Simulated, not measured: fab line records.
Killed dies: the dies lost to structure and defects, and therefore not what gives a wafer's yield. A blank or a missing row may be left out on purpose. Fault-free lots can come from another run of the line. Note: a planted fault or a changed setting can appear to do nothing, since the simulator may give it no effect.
Split-lot trial + flow n5 finfet + 39 wafers read from 7 lots, route of 1938 steps

== ABOUT THE SPLIT ==
At N5_BEOL_M3_DEP_57 (deposits SiCN from 3MS/NH3, target thk 8 nm, time 14 s), the setting target thk a was moved away from the recipe's 80 angstrom on 9 of the 39 wafers read, by -53.6% to +57.1%. This setting was run at the recipe's value on the other wafers.

Reading taken at the split's own step.

== THE READING ==
SiCN_of_BEOL_M3_DEP_57.thk nm (the simulator's own value, which no gauge read), in nm, at N5_BEOL_M3_DEP_57 (deposits SiCN from 3MS/NH3, target thk 8 nm, time 14 s). The file gives no usual value for it. Average 8.0 nm, standard deviation 0.15 nm, over the 30 wafers here run with the recipe.

| wafer  | tool, chamber at the split | target thk a as run, angstrom | against the recipe | SiCN_of_BEOL_M3_DEP_57.thk nm, nm | against lot-mates on the recipe |
|--------|----------------------------|-------------------------------|--------------------|-----------------------------------|---------------------------------|
| L075.1 | pecvd-04, 1,2,1            | 80                            | recipe             | 8                                 | -                               |
| L075.3 | pecvd-04, 1,2,1            | 80                            | recipe             | 8                                 | -                               |
| L075.5 | pecvd-04, 1,2,1            | 80                            | recipe             | 8                                 | -                               |
| L075.2 | pecvd-04, 0                | 80                            | recipe             | 7.8                               | -                               |
| L075.4 | pecvd-04, 0,2              | 80                            | recipe             | 8.2                               | -                               |
| L075.6 | pecvd-04, 0,2              | 80                            | recipe             | 8.2                               | -                               |
| L088.1 | pecvd-01, 1                | 80                            | recipe             | 7.8                               | -                               |
| L088.6 | pecvd-01, 1                | 80                            | recipe             | 7.8                               | -                               |
| L088.2 | pecvd-01, 0                | 80                            | recipe             | 8.2                               | -                               |
| L089.1 | pecvd-01, 0,0,1            | 80                            | recipe             | 7.8                               | -                               |
| L089.4 | pecvd-01, 0,0,1            | 80                            | recipe             | 7.8                               | -                               |
| L089.6 | pecvd-01, 0,0,1            | 80                            | recipe             | 7.8                               | -                               |
| L089.2 | pecvd-01, 1                | 55.93                         | -30.1%             | 5.2                               | -2.6                            |
| L089.3 | pecvd-01, 2                | 55.93                         | -30.1%             | 5.4                               | -2.4                            |
| L089.5 | pecvd-01, 2                | 55.93                         | -30.1%             | 5.4                               | -2.4                            |
| L090.1 | pecvd-01, 2,0,0            | 80                            | recipe             | 7.8                               | -                               |
| L090.2 | pecvd-01, 2,0,0            | 80                            | recipe             | 7.8                               | -                               |
| L090.6 | pecvd-01, 2,0,0            | 80                            | recipe             | 7.8                               | -                               |
| L090.3 | pecvd-01, 1                | 37.09                         | -53.6%             | 3.4                               | -4.4                            |
| L090.4 | pecvd-01, 1                | 37.09                         | -53.6%             | 3.6                               | -4.2                            |
| L090.5 | pecvd-01, 2                | 37.09                         | -53.6%             | 3.8                               | -4.0                            |
| L092.1 | pecvd-01, 1,2,0            | 80                            | recipe             | 8                                 | -                               |
| L092.2 | pecvd-01, 1,2,0            | 80                            | recipe             | 8                                 | -                               |
| L092.4 | pecvd-01, 1,2,0            | 80                            | recipe             | 8                                 | -                               |
| L092.3 | pecvd-01, 0,2              | 125.7                         | +57.1%             | 12.6                              | +4.6                            |
| L092.5 | pecvd-01, 0,2              | 125.7                         | +57.1%             | 12.6                              | +4.6                            |
| L092.6 | pecvd-01, 1                | 125.7                         | +57.1%             | 12.4                              | +4.4                            |
| L094.1 | pecvd-01, 1,0,1            | 80                            | recipe             | 7.8                               | -                               |
| L094.3 | pecvd-01, 1,0,1            | 80                            | recipe             | 7.8                               | -                               |
| L094.6 | pecvd-01, 1,0,1            | 80                            | recipe             | 7.8                               | -                               |
| L094.2 | pecvd-01, 2,0,2            | 80                            | recipe             | 8                                 | -                               |
| L094.4 | pecvd-01, 2,0,2            | 80                            | recipe             | 8                                 | -                               |
| L094.5 | pecvd-01, 2,0,2            | 80                            | recipe             | 8                                 | -                               |
| L097.1 | pecvd-01, 2,2,0            | 80                            | recipe             | 8.2                               | -                               |
| L097.4 | pecvd-01, 2,2,0            | 80                            | recipe             | 8.2                               | -                               |
| L097.5 | pecvd-01, 2,2,0            | 80                            | recipe             | 8.2                               | -                               |
| L097.2 | pecvd-01, 0,1,1            | 80                            | recipe             | 8                                 | -                               |
| L097.3 | pecvd-01, 0,1,1            | 80                            | recipe             | 8                                 | -                               |
| L097.6 | pecvd-01, 0,1,1            | 80                            | recipe             | 8                                 | -                               |
Rows listing several chambers each stand for several wafers; the file does not say which wafer went through which chamber.

FIT RESULTS
A straight line over all 39 wafers: SiCN_of_BEOL_M3_DEP_57.thk nm changes by +0.0814 nm for each +1% of target thk a; r = +1.00; the points scatter about the line by 0.16 nm.
The same after taking each lot's own level away (the mean of its wafers on the recipe; 39 wafers): +0.0793 nm for each +1%; r = +1.00; scatter 0.12 nm.
The reading moves by 4.5 nm for the largest change in target thk a, on that fit.
The lots' own levels span 7.80 to 8.10 nm, that is 2.0 times the standard deviation above.
Hence the lot-to-lot level has little effect on the slope; both slopes agree.
Check: +4.51 nm against its lot-mates is what the line predicts for one of the wafers moved furthest among these (+57.1%) when that wafer is left out of the fit. Against them it came out at +4.6 nm.

== FURTHER SPLITS ON THESE WAFERS ==
These wafers also went through other splits before the reading. Each is held against what the fit with the lots' levels taken away leaves over:
| other split on the same wafers        | wafers away from the commonest value | r with SiCN_of_BEOL_M3_DEP_57.thk nm (lot level and that fit taken away) |
|---------------------------------------|--------------------------------------|--------------------------------------------------------------------------|
| N5_HKMG_FIN_DEVELOP_48 develop time s | 15                                   | +0.07                                                                    |
| N5_MOL_CONTACT_COAG_ALD_27 ald cycles | 15                                   | -0.02                                                                    |

== THE FILE'S OWN FIT ==
SiCN_of_BEOL_M3_DEP_57.thk nm changes by +0.0793 nm for each +1% of target thk a, r = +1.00.
